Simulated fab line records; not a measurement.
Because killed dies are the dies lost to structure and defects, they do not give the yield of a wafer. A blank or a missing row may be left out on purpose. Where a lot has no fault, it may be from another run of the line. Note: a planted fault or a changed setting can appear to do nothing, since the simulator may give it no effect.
2 desks looking at one fault + flow n5Finfet + each desk has only its own numbers; what lay behind them comes last

== METROLOGY DESK ==
Lot by lot, what the gauges showed, no matter which tool ran the lot: averages of those sampled wafers that carry a number. Marked OUT: a lot whose mean sits more than 4 standard deviations from the usual mean, which makes it out of limits; the brackets give that distance.
Columns: A = trenchDepthNm at N5_BEOL_M11_OCD_MEAS_38, usual 148.2 nm
| lot  | first seen here | A     |
|------|-----------------|-------|
| L968 | day 10 00:09    | 146.7 |
| L972 | day 10 16:14    | 147.1 |
| L973 | day 10 22:34    | 146.4 |
| L974 | day 11 00:15    | 149.3 |
| L976 | day 11 02:57    | 148.8 |
| L975 | day 11 07:06    | 150.4 |
| L978 | day 11 17:17    | 146.5 |
| L982 | day 15 01:55    | 149.3 |
| L988 | day 15 18:05    | 150.5 |
| L987 | day 17 01:53    | 148.1 |
This desk's verdict: no lot among the 10 shows anything out of limits.

== FOR THE TOOL OWNER'S DESK: rieDiel-06 ==
The tool's own readings at N5_BEOL_M11_ETCH_65 (etches SiARC in CF4, target depth 39 nm, time 65 s): means of the sampled wafers that have a number, for each lot that ran on this tool. Marked OUT: a lot whose mean sits more than 4 standard deviations from the usual mean, which makes it out of limits; the brackets give that distance.
Columns: A = drypumpMotorCurrentA at N5_BEOL_M11_ETCH_65, usual 5.7 A; B = etchRfOnTimeS at N5_BEOL_M11_ETCH_65, usual 65.2 s; C = oesProductAu at N5_BEOL_M11_ETCH_65, usual 0.66 a.u.; D = rfVppV at N5_BEOL_M11_ETCH_65, usual 184.2 V; E = showerheadPlenumPTorr at N5_BEOL_M11_ETCH_65, usual 2.15 Torr; F = throttleValvePct at N5_BEOL_M11_ETCH_65, usual 15.69 %
| lot  | first seen here | A   | B               | C    | D     | E    | F     |
|------|-----------------|-----|-----------------|------|-------|------|-------|
| L976 | day 11 02:29    | 6.1 | 64.5            | 0.69 | 184.2 | 2.16 | 15.45 |
| L978 | day 11 16:50    | 5.7 | 65.8            | 0.63 | 184.5 | 2.16 | 15.63 |
| L987 | day 17 01:26    | 6.5 | 56.0 (-6.5) OUT | 0.74 | 184.9 | 2.16 | 15.38 |
This desk finds L987 out of limits, L987 being first, at day 17 01:26 (etchRfOnTimeS at N5_BEOL_M11_ETCH_65). In limits: L976, L978.

== ALL TOGETHER ==
The tool owner's desk had the chance to raise an alarm at day 17 01:26 on L987.
The metrology desk saw nothing out of limits.
The metrology desk has L987 on record, within its limits.
N5_BEOL_M11_ETCH_65 was run on rieDiel-06 by each of the lots named.

== WHAT HAD BEEN PUT IN BY THE SIMULATOR ==
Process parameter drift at N5_BEOL_M11_ETCH_65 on rieDiel-06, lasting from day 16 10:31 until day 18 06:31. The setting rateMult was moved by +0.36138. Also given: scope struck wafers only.
Struck lots among those shown: L987.
Time in hours from fault onset to the first out-of-limits reading at each desk: the tool owner's desk, 15.
